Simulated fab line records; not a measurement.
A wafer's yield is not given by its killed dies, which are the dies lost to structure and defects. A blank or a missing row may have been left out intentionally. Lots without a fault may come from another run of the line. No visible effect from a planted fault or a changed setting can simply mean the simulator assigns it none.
Which tool did it? :: flow nandHarc :: Sampling: 12 lots, 36 wafers, 4 of 1302 route steps

WHAT THE GAUGES SHOWED, per wafer
NHARC_A_ONON_D2_THK_MEAS_02: measures by ellipsometry.
lot: L075
measured: day 12 19:13
on: filmMetro-01
thkNm (nm): 1008 1007 1006

lot: L077
measured: day 13 16:35
on: filmMetro-01
thkNm (nm): 988 985 987

lot: L079
measured: day 14 18:33
on: filmMetro-01
thkNm (nm): 1004 1002 1002

lot: L081
measured: day 15 17:39
on: filmMetro-01
thkNm (nm): 1009 1007 1007

lot: L083
measured: day 16 10:41
on: filmMetro-01
thkNm (nm): 1000 1000 1000

lot: L086
measured: day 17 02:09
on: filmMetro-01
thkNm (nm): 975 976 977

lot: L087
measured: day 17 15:29
on: filmMetro-02
thkNm (nm): 995 993 997

lot: L089
measured: day 18 21:34
on: filmMetro-01
thkNm (nm): 996 995 996

lot: L091
measured: day 20 04:59
on: filmMetro-02
thkNm (nm): 1004 1004 1005

lot: L094
measured: day 20 18:38
on: filmMetro-02
thkNm (nm): 995 995 995

lot: L095
measured: day 21 10:16
on: filmMetro-02
thkNm (nm): 1008 1008 1010

lot: L097
measured: day 22 01:56
on: filmMetro-01
thkNm (nm): 1024 1022 1023

WHAT TOOL EACH LOT RAN ON (gives the tool, then ch and the chambers of the sampled wafers, and finally the start)
lot: L075
NHARC_A_CHANNEL_FILL_D1_ALD_16: aldHk-02 ch 0,2, day 9 18:31
NHARC_A_CHANNEL_FILL_D1_ETCHBACK_08: rieDiel-03 ch 1,3, day 11 17:29 or earlier
NHARC_A_DECK1_JOINT_CMP_13: cmp-03 ch 0,1, day 11 17:29

lot: L077
NHARC_A_CHANNEL_FILL_D1_ALD_16: aldHk-01 ch 0,1, day 10 16:22
NHARC_A_CHANNEL_FILL_D1_ETCHBACK_08: rieDiel-09 ch 0,1,3, day 12 14:05 or earlier
NHARC_A_DECK1_JOINT_CMP_13: cmp-04 ch 0,1,3, day 12 14:05

lot: L079
NHARC_A_CHANNEL_FILL_D1_ALD_16: aldHk-03 ch 0,3, day 11 11:58
NHARC_A_CHANNEL_FILL_D1_ETCHBACK_08: rieDiel-09 ch 0,1,2, day 13 09:58 or earlier
NHARC_A_DECK1_JOINT_CMP_13: cmp-03 ch 0,1, day 13 09:58

lot: L081
NHARC_A_CHANNEL_FILL_D1_ALD_16: aldHk-01 ch 2,3, day 12 13:40
NHARC_A_CHANNEL_FILL_D1_ETCHBACK_08: rieDiel-03 ch 1,2, day 14 14:56 or earlier
NHARC_A_DECK1_JOINT_CMP_13: cmp-03 ch 0,2, day 14 14:56

lot: L083
NHARC_A_CHANNEL_FILL_D1_ALD_16: aldHk-03 ch 0,1,3, day 13 07:21
NHARC_A_CHANNEL_FILL_D1_ETCHBACK_08: rieDiel-11 ch 0,2,3, day 15 05:29 or earlier
NHARC_A_DECK1_JOINT_CMP_13: cmp-04 ch 1,3, day 15 05:29

lot: L086
NHARC_A_CHANNEL_FILL_D1_ALD_16: aldHk-01 ch 1,2,3, day 14 01:44
NHARC_A_CHANNEL_FILL_D1_ETCHBACK_08: rieDiel-09 ch 1,2,3, day 16 02:56 or earlier
NHARC_A_DECK1_JOINT_CMP_13: cmp-04 ch 1,2, day 16 02:56

lot: L087
NHARC_A_CHANNEL_FILL_D1_ALD_16: aldHk-02 ch 0,2,3, day 14 17:29
NHARC_A_CHANNEL_FILL_D1_ETCHBACK_08: rieDiel-03 ch 1,2, day 16 17:56 or earlier
NHARC_A_DECK1_JOINT_CMP_13: cmp-01 ch 0,3, day 16 17:56

lot: L089
NHARC_A_CHANNEL_FILL_D1_ALD_16: aldHk-03 ch 0,1,2, day 15 15:16
NHARC_A_CHANNEL_FILL_D1_ETCHBACK_08: rieDiel-11 ch 0,1,2, day 17 19:28 or earlier
NHARC_A_DECK1_JOINT_CMP_13: cmp-03 ch 0,2,3, day 17 19:28

lot: L091
NHARC_A_CHANNEL_FILL_D1_ALD_16: aldHk-03 ch 1,2, day 16 20:33
NHARC_A_CHANNEL_FILL_D1_ETCHBACK_08: rieDiel-09 ch 1,2, day 18 20:41 or earlier
NHARC_A_DECK1_JOINT_CMP_13: cmp-04 ch 0,1,3, day 18 20:41

lot: L094
NHARC_A_CHANNEL_FILL_D1_ALD_16: aldHk-01 ch 0,2,3, day 17 11:16
NHARC_A_CHANNEL_FILL_D1_ETCHBACK_08: rieDiel-09 ch 2,3, day 19 11:48 or earlier
NHARC_A_DECK1_JOINT_CMP_13: cmp-01 ch 0,1, day 19 11:48

lot: L095
NHARC_A_CHANNEL_FILL_D1_ALD_16: aldHk-03 ch 1,3, day 18 06:38
NHARC_A_CHANNEL_FILL_D1_ETCHBACK_08: rieDiel-11 ch 0,2,3, day 20 07:12 or earlier
NHARC_A_DECK1_JOINT_CMP_13: cmp-01 ch 0,1,3, day 20 07:12

lot: L097
NHARC_A_CHANNEL_FILL_D1_ALD_16: aldHk-03 ch 0,1,3, day 18 21:16
NHARC_A_CHANNEL_FILL_D1_ETCHBACK_08: rieDiel-09 ch 0,2, day 20 21:09 or earlier
NHARC_A_DECK1_JOINT_CMP_13: cmp-03 ch 0,1, day 20 21:09
- NHARC_A_CHANNEL_FILL_D1_ALD_16: deposits SiO2, target thk 1.5 nm, pulse time 10 s, ald cycles 15.
- NHARC_A_CHANNEL_FILL_D1_ETCHBACK_08: etches the open film in C4F8, target depth 220 nm, time 110 s.
- NHARC_A_DECK1_JOINT_CMP_13: polishes, target thk 51.023 nm.

THE ANSWER, worked out from the rows above alone
Rule: usual is defined by the lots themselves. Put in order of their means at a reading, lots are off if they are a third of the lots or fewer, leave a main group of 4 or more, and stand apart from it by a gap of 3 or more times the standard deviation of the main group's means; of several such gaps the widest counts. A main group is skipped when, at the precision printed for the reading in the tables above, its means are all equal. A lot without any number at a reading at which 4 lots or more have one is off too. Any other lot the step has rows for is counted as sound.
None of the lots is off at any reading shown; this tells nothing.

WHAT WAS PUT IN BY THE SIMULATOR
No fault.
